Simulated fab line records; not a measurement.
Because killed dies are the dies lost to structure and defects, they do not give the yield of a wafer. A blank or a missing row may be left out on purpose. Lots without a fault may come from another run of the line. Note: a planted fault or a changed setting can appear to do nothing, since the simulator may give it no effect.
fab line records	flow n5_finfet
record: lots: 6	wafers: 16	last_day: 18
route steps=1938 shown PASSIVATION@1918
lots that met no fault: taken from a fault-free run of the same line
start_h: hours from the record's first day to the start of the lot's first wafer shown	wait_h: hours elapsed since this lot's preceding step	" the same as in the row above	L1.1+2: several wafers, shown together as one row	- value missing, or start not given	* or withheld: withheld	< > ~ a bound
route shown NAME@n: a module of which the file shows steps, and the number in the route of the first	usual: mean/standard deviation of fault-free wafers	same: alike in all rows	chamber/n: place in a boat	sites: the reading at each site	_std_site: how widely they spread, as a standard deviation	_edge_site: the outer-site mean with the inner-site mean subtracted	radius_mm: how far each site lies from the wafer's centre	mask NAME#n: copy n	behind: the tool/chamber that last shaped the wafer	hold: reason for holding the lot/hours on hold/outcome of the hold	device: transistor that didn't switch, given as n, p or np	end of line: at the end of the route, the tests of the same wafers	a step without rows: its recipe alone	killed: dies lost to structure and defects at the first sort, not the wafer's yield	map: the dies of a wafer, with x for killed, . for not killed, _ for no die there
set.NAME: the run value of the setting; set.NAME@STEP: its run value at that earlier step	model.NAME: the simulator's own value behind a step, which no gauge read
lots at some steps of the route; a table a step, a row a wafer
services: from which hour (start_h, from the record's first day; less than 0 if before it) a tool's chamber was out of use, for how many hours, and why
== steps ==
step: N5_PASSIVATION_COAT_38
recipe: spin_rpm: 3000	resist_thk_nm: withheld
step: N5_PASSIVATION_EBR_40
recipe: solvent: PGMEA	ebr_width_mm: 1.5
step: N5_PASSIVATION_SOFTBAKE_39
recipe: temp_c: 110	time_s: 120
step: N5_PASSIVATION_EXPOSE_41
recipe: mask_id: PASS_OPEN	na: 0.55	defocus_nm: 0	source_shape: conventional	sigma_outer: 0.8	polarization: unpolarized	target_cd_nm: 40000	dose_mj: 57.25
step: N5_PASSIVATION_PEB_42
recipe: peb_temp_c: withheld	peb_time_s: *
step: N5_PASSIVATION_DEVELOP_43
recipe: develop_time_s: 60	rinse_liquid: diw	dry: air_spin	dev_temp_c: 21
step: N5_PASSIVATION_HARDBAKE_45
recipe: temp_c: 130	time_s: 120
step: N5_PASSIVATION_CD_MEAS_44
recipe: target_cd_nm: 40000	landing_energy_ev: 500	detector: se_inlens
usual: cd_nm: 40001/3.7
lot.wafer	tool	chamber	start_h	wait_h	cd_nm
L111.3	cd_sem-01	0	312.42	-	40002
L111.4	"	0	"	"	39998
L111.6	"	0	"	"	40007
L119.2	cd_sem-03	0	357.11	-	40003
L119.4	"	0	"	"	40000
L119.5	"	0	"	"	40007
L121.3	cd_sem-03	0	369.00	-	39999
L121.6	"	0	"	"	40002
L127.3	cd_sem-01	0	395.54	-	40004
L127.6	"	0	"	"	40006
L130.1	cd_sem-01	0	422.04	-	40000
L130.3	"	0	"	"	39997
L130.5	"	0	"	"	39995
L131.1	cd_sem-01	0	425.74	-	39998
L131.2	"	0	"	"	39996
L131.3	"	0	"	"	40003
step: N5_PASSIVATION_OVL_MEAS_66
recipe: points_per_wafer: 44
usual: PASS_OPEN_OVL: 2/5.3
lot.wafer	tool	chamber	start_h	wait_h	PASS_OPEN_OVL[nm]
L111.3	overlay-01	0	312.45	0.0	-2
L111.4	"	0	"	"	0
L111.6	"	0	"	"	2
L119.2	overlay-02	0	357.14	0.0	7
L119.4	"	0	"	"	6
L119.5	"	0	"	"	0
L121.3	overlay-01	0	369.03	0.0	8
L121.6	"	0	"	"	18
L127.3	overlay-01	0	395.57	0.0	6
L127.6	"	0	"	"	-3
L130.1	overlay-02	0	422.07	0.0	-4
L130.3	"	0	"	"	5
L130.5	"	0	"	"	-4
L131.1	overlay-01	0	425.77	0.0	8
L131.2	"	0	"	"	7
L131.3	"	0	"	"	1
step: N5_PASSIVATION_INSPECT_67
recipe: mode: adi	inspect_instrument: macro
usual: raw_defect_count: 2.0/1.5
lot.wafer	tool	chamber	start_h	wait_h	raw_defect_count
L111.3	defect_inspect-02	-	312.47	0.0	2
L111.4	"	-	"	"	1
L111.6	"	-	"	"	4
L119.2	defect_inspect-01	-	357.16	0.0	1
L119.4	"	-	"	"	1
L119.5	"	-	"	"	3
L121.3	defect_inspect-01	-	369.05	0.0	2
L121.6	"	-	"	"	5
L127.3	defect_inspect-01	-	395.60	0.0	0
L127.6	"	-	"	"	0
L130.1	defect_inspect-01	-	422.10	0.0	0
L130.3	"	-	"	"	1
L130.5	"	-	"	"	0
L131.1	defect_inspect-02	-	425.79	0.0	3
L131.2	"	-	"	"	1
L131.3	"	-	"	"	0
step: N5_PASSIVATION_DESCUM_46
recipe: chemistry: O2	time_s: 7.9	source_power_w: 50	bias_power_w: 20	pressure_mtorr: 20	rf_frequency_hz: 2.712e+07	temp_c: 40	o2_flow_sccm: 225
usual: drypump_motor_current_A: 5.9/0.53	oes_product_au: 0.81/0.089	rf_vpp_V: 243.8/1.3	showerhead_plenum_p_Torr: 2.13/0.078	throttle_valve_pct: 20.3/0.32
lot.wafer	tool	chamber	start_h	wait_h	drypump_motor_current_A	oes_product_au	rf_hours_counter_h	rf_vpp_V	showerhead_plenum_p_Torr	throttle_valve_pct
L111.3	rie_diel-02	3	312.58	0.1	6.0	0.85	77	244.8	2.22	20.6
L111.4	"	2	"	"	5.6	0.76	130	242.3	2.09	20.4
L111.6	"	3	"	"	6.0	0.86	-	244.6	2.22	20.6
L119.2	rie_diel-01	0	357.19	0.0	6.8	0.67	236	243.0	2.06	20.6
L119.4	"	1	"	"	6.2	0.76	-	245.3	2.19	20.6
L119.5	"	3	"	"	5.1	0.77	-	242.3	2.00	20.0
L121.3	rie_diel-01	1	369.13	0.1	6.1	0.75	168	244.5	2.18	20.6
L121.6	"	1	"	"	6.1	0.75	-	243.0	2.18	20.6
L127.3	rie_diel-01	2	395.63	0.0	4.9	0.94	6	245.0	2.24	20.1
L127.6	"	1	"	"	6.1	0.74	-	245.4	2.18	20.6
L130.1	rie_diel-05	0	423.98	1.9	5.6	0.84	79	243.9	2.13	20.6
L130.3	"	2	"	"	5.6	0.91	23	243.8	2.14	20.4
L130.5	"	2	"	"	5.6	0.90	-	244.0	2.14	20.4
L131.1	rie_diel-02	0	425.99	0.2	6.2	0.88	22	244.4	2.13	19.7
L131.2	"	3	"	"	6.0	0.82	109	244.7	2.21	20.7
L131.3	"	2	"	"	5.7	0.73	163	242.3	2.08	20.5
step: N5_PASSIVATION_PASS_ETCH_47
recipe: chemistry: CF4/O2	target: SiNx	target_depth_a: 7700	time_s: 385	ion_energy_ev: 100	pressure_mtorr: 40	source_w: 535	bias_w: 49	Ar_flow_sccm: 100	cf4_flow_sccm: 100	O2_flow_sccm: 10
usual: drypump_motor_current_A: 5.9/0.53	oes_product_au: 0.81/0.087	rf_vpp_V: 242/4.1	showerhead_plenum_p_Torr: 2.25/0.07	throttle_valve_pct: 15.79/0.27
lot.wafer	tool	chamber	start_h	wait_h	drypump_motor_current_A	oes_product_au	rf_hours_counter_h	rf_vpp_V	showerhead_plenum_p_Torr	throttle_valve_pct
L111.3	rie_diel-02	3	312.62	0.0	6.0	0.86	77	238	2.34	15.98
L111.4	"	2	"	"	5.7	0.76	130	242	2.20	15.85
L111.6	"	3	"	"	6.0	0.85	-	238	2.34	15.99
L119.2	rie_diel-01	0	357.23	0.0	6.8	0.68	236	245	2.19	16.14
L119.4	"	1	"	"	6.1	0.76	-	246	2.29	15.94
L119.5	"	3	"	"	5.1	0.77	-	234	2.15	15.73
L121.3	rie_diel-01	1	369.16	0.0	6.1	0.75	168	246	2.29	15.94
L121.6	"	1	"	"	6.1	0.75	-	244	2.29	15.95
L127.3	rie_diel-01	2	395.66	0.0	4.9	0.95	6	243	2.34	15.49
L127.6	"	1	"	"	6.2	0.75	-	244	2.28	15.97
L130.1	rie_diel-05	0	424.01	0.0	5.6	0.84	79	246	2.24	15.94
L130.3	"	2	"	"	5.6	0.89	23	239	2.25	15.75
L130.5	"	2	"	"	5.5	0.89	-	239	2.25	15.73
L131.1	rie_diel-02	0	426.03	0.0	6.3	0.89	22	244	2.26	15.29
L131.2	"	3	"	"	5.9	0.81	109	237	2.32	16.07
L131.3	"	2	"	"	5.6	0.74	163	244	2.19	15.92
step: N5_PASSIVATION_ETCH_54
recipe: chemistry: CHF3/O2	target: SiO2	target_depth_a: 8800	CHF3_flow_sccm: 50	O2_flow_sccm: 5	Ar_flow_sccm: 200	time_s: 440	mask_material: PR	pressure_mtorr: 30	source_w: 650	bias_w: 170	ion_energy_ev: 200
usual: drypump_motor_current_A: 5.9/0.53	oes_product_au: 0.81/0.086	rf_vpp_V: 525/8.5	showerhead_plenum_p_Torr: 2.46/0.075	throttle_valve_pct: 18.73/0.29
lot.wafer	tool	chamber	start_h	wait_h	drypump_motor_current_A	oes_product_au	rf_hours_counter_h	rf_vpp_V	showerhead_plenum_p_Torr	throttle_valve_pct	model.etch.depth_nm	model.PASSIVATION.feature_depth_nm
L111.3	rie_diel-02	3	312.85	0.1	6.0	0.84	78	516	2.55	18.92	900.9	901
L111.4	"	2	"	"	5.6	0.77	130	530	2.40	18.78	896.4	896.4
L111.6	"	3	"	"	6.0	0.84	-	517	2.55	18.94	899.6	899.6
L119.2	rie_diel-01	0	357.46	0.1	6.8	0.69	236	533	2.39	19.06	845.2	845.2
L119.4	"	1	"	"	6.2	0.76	-	532	2.51	18.92	896.5	896.6
L119.5	"	3	"	"	5.1	0.77	-	513	2.35	18.69	880.1	880.2
L121.3	rie_diel-01	1	369.39	0.1	6.1	0.75	168	531	2.51	18.91	854	854
L121.6	"	1	"	"	6.1	0.75	-	532	2.51	18.92	846.6	846.6
L127.3	rie_diel-01	2	395.89	0.1	4.9	0.94	6	526	2.56	18.45	840.3	840.2
L127.6	"	1	"	"	6.1	0.74	-	531	2.50	18.93	848.9	848.8
L130.1	rie_diel-05	0	424.24	0.1	5.6	0.84	79	536	2.45	18.93	887.6	887.6
L130.3	"	2	"	"	5.6	0.89	24	517	2.47	18.79	867.5	867.4
L130.5	"	2	"	"	5.5	0.89	-	517	2.47	18.79	868	868
L131.1	rie_diel-02	0	426.26	0.1	6.2	0.89	23	533	2.46	18.16	878	878
L131.2	"	3	"	"	6.0	0.81	109	515	2.54	19.01	884.3	884.2
L131.3	"	2	"	"	5.7	0.74	164	530	2.39	18.81	879.9	880
step: N5_PASSIVATION_STRIP_48
recipe: chemistry: O2	power_w: 600	temp_c: 60	pressure_mtorr: 30	rf_frequency_hz: 6e+07	bias_power_w: 0	overash_fraction: 0.5	o2_flow_sccm: 225
usual: drypump_motor_current_A: 5.9/0.53	oes_product_au: 0.81/0.091	rf_vpp_V: 3.6/2.5	showerhead_plenum_p_Torr: 2.14/0.078	throttle_valve_pct: 16.57/0.29
lot.wafer	tool	chamber	start_h	wait_h	drypump_motor_current_A	oes_product_au	rf_hours_counter_h	rf_vpp_V	showerhead_plenum_p_Torr	throttle_valve_pct
L111.3	rie_diel-02	3	313.14	0.1	5.9	0.88	78	10.5	2.23	16.79
L111.4	"	2	"	"	5.6	0.77	131	5.0	2.09	16.62
L111.6	"	3	"	"	5.9	0.87	-	1.4	2.23	16.77
L119.2	rie_diel-01	0	357.75	0.1	6.8	0.66	236	2.9	2.06	16.85
L119.4	"	1	"	"	6.2	0.73	-	5.3	2.19	16.77
L119.5	"	3	"	"	5.1	0.76	-	7.6	2.01	16.33
L121.3	rie_diel-01	1	369.68	0.1	6.1	0.77	168	2.9	2.19	16.81
L121.6	"	1	"	"	6.2	0.73	-	2.2	2.19	16.85
L127.3	rie_diel-01	2	396.18	0.1	4.9	0.97	6	0.7	2.24	16.39
L127.6	"	1	"	"	6.1	0.76	-	2.9	2.18	16.85
L130.1	rie_diel-05	0	424.53	0.1	5.6	0.84	79	5.5	2.13	16.85
L130.3	"	2	"	"	5.6	0.94	24	2.6	2.14	16.58
L130.5	"	2	"	"	5.5	0.93	-	5.3	2.14	16.63
L131.1	rie_diel-02	0	426.55	0.1	6.3	0.88	23	1.6	2.13	16.04
L131.2	"	3	"	"	5.9	0.81	109	1.8	2.21	16.93
L131.3	"	2	"	"	5.7	0.73	164	3.7	2.08	16.64
step: N5_PASSIVATION_PROBE_49
usual: defect_limited_yield: 91.2/1.5	killed_at_M0_to_M3: 33/9.6	killed_at_M4_up: 14/5.6	killed_at_contacts: 14/5.5	killed_at_front_end: 40/13	killed_at_other: 4/3	killed_dies: 104/17	killed_on_rim: 14/4.3	killed_open: 68/13	killed_short: 33/7.2	sort_bin_5_function: 5.2/0.95	sort_bin_6_memory: 3.3/0.62	sort_n_pass: 1076/17	sort_yield_pct: 91.2/1.5
same: gross_dies: 1180	killed_at_back_side: 0	sort_bin_4_leakage[%]: 0	sort_bin_8_speed[%]: 0
lot.wafer	tool	chamber	start_h	wait_h	defect_limited_yield[%]	killed_at_M0_to_M3	killed_at_M4_up	killed_at_contacts	killed_at_front_end	killed_at_other	killed_dies	killed_on_rim	killed_open	killed_short	sort_bin_5_function[%]	sort_bin_6_memory[%]	sort_n_pass	sort_yield_pct[%]
L111.3	prober-02	-	315.73	0.1	92.3	32	6	8	41	4	91	6	69	22	4.2	3.4	1089	92.3
L111.4	prober-02	-	315.78	0.2	91.1	47	12	16	26	4	105	15	67	38	5.3	3.6	1075	91.1
L111.6	prober-02	-	315.88	0.3	90.2	39	10	15	48	4	116	14	65	50	5.2	3.9	1064	90.2
L121.3	prober-01	-	372.67	0.1	90.8	34	11	14	40	9	108	11	58	47	5.2	3.6	1072	90.8
L121.6	prober-01	-	372.82	0.3	91.3	32	8	23	34	6	103	18	65	27	4.7	3.4	1077	91.3
killed by level:class
L111.3 FIN_SAQP:geometric_particle:open=11 DUMMY_GATE:geometric_particle:open=11 BEOL_M2:geometric_particle:open=9 MOL_CONTACT_COAG:geometric_particle:open=8 BEOL_M0_SAQP:geometric_particle:open=6 BEOL_M0_SAQP:geometric_particle:short=6 FIN_SAQP:geometric_particle:short=5 STI_FIN_REVEAL:geometric_particle:open=5
L111.4 MOL_CONTACT_COAG:geometric_particle:open=11 BEOL_M3:geometric_particle:open=11 FIN_SAQP:geometric_particle:short=8 BEOL_M0_SAQP:geometric_particle:open=8 BEOL_M0_SAQP:geometric_particle:short=7 BEOL_M0:geometric_particle:open=7 BEOL_M2:geometric_particle:open=6 MOL_CONTACT_COAG:geometric_particle:short=5
L111.6 FIN_SAQP:geometric_particle:short=13 FIN_SAQP:geometric_particle:open=11 MOL_CONTACT_COAG:geometric_particle:open=11 BEOL_M0_SAQP:geometric_particle:short=8 STARTING-WAFER:geometric_particle:short=7 BEOL_M2:geometric_particle:open=6 BEOL_M2:geometric_particle:short=5 BEOL_M3:geometric_particle:open=5
L121.3 GATE_CUT:geometric_particle:short=11 BEOL_M0_SAQP:geometric_particle:open=11 MOL_CONTACT_COAG:geometric_particle:open=10 BEOL_M0_SAQP:geometric_particle:short=8 FIN_SAQP:geometric_particle:short=7 FIN_SAQP:geometric_particle:open=6 BEOL_M1:geometric_particle:open=5 PASS1_DEP:geometric_particle:short=5
L121.6 MOL_CONTACT_COAG:geometric_particle:open=18 STI_FIN_REVEAL:geometric_particle:open=9 BEOL_M2:geometric_particle:open=8 BEOL_M1:geometric_particle:open=6 BEOL_M0_SAQP:geometric_particle:short=5 STARTING-WAFER:geometric_particle:open=5 HKMG_FIN:area_etch=5 BEOL_M0_SAQP:geometric_particle:open=4
== services ==
tool	chamber	start_h	hours	kind
rie_diel-05	1	297.02	-	clean
rie_diel-05	1	297.02	-	consumable_replace:focus_ring
rie_diel-05	1	297.02	22.1	scheduled_down
rie_diel-02	2	306.72	4.8	repair
rie_diel-02	0	313.32	-	clean
rie_diel-02	0	313.32	-	consumable_replace:focus_ring
rie_diel-02	0	313.32	30.2	scheduled_down
rie_diel-02	0	313.32	30.2	vent_cycle
rie_diel-02	3	317.48	4.5	repair
rie_diel-02	3	329.20	11.3	repair
rie_diel-02	2	332.84	7.0	repair
rie_diel-01	3	344.13	12.7	repair
rie_diel-01	2	357.00	-	clean
rie_diel-01	2	357.00	-	consumable_replace:focus_ring
rie_diel-01	2	357.00	-	consumable_replace:showerhead
rie_diel-01	2	357.00	21.3	scheduled_down
rie_diel-01	2	357.00	21.3	vent_cycle
rie_diel-02	0	379.82	4.5	repair
rie_diel-05	1	389.81	22.9	repair
rie_diel-01	0	390.12	-	clean
rie_diel-01	0	390.12	-	consumable_replace:focus_ring
rie_diel-01	0	390.12	27.8	scheduled_down
rie_diel-01	0	390.12	27.8	vent_cycle
rie_diel-02	-	408.69	14.6	pm
== key ==
first_sign none at tools or gauges
model_effect: step: N5_PASSIVATION_ETCH_54	value: etch.depth_nm	without: 889.6	struck: 847.4
met_at N5_PASSIVATION_ETCH_54
struck_wafers L121.3,L121.6,L127.3,L127.6
onset_between 357.46 369.39
also_fits N5_PASSIVATION_DESCUM_46:rie_diel-01,N5_PASSIVATION_PASS_ETCH_47:rie_diel-01
fault: kind: process_parameter_drift	tool: rie_diel-01	chamber: -	onset_h: 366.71	steps: N5_PASSIVATION_ETCH_54	channel: time_s	offset: *	shape: step	end_h: 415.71	scope: struck_wafers_only	acts_in: *	stated: *
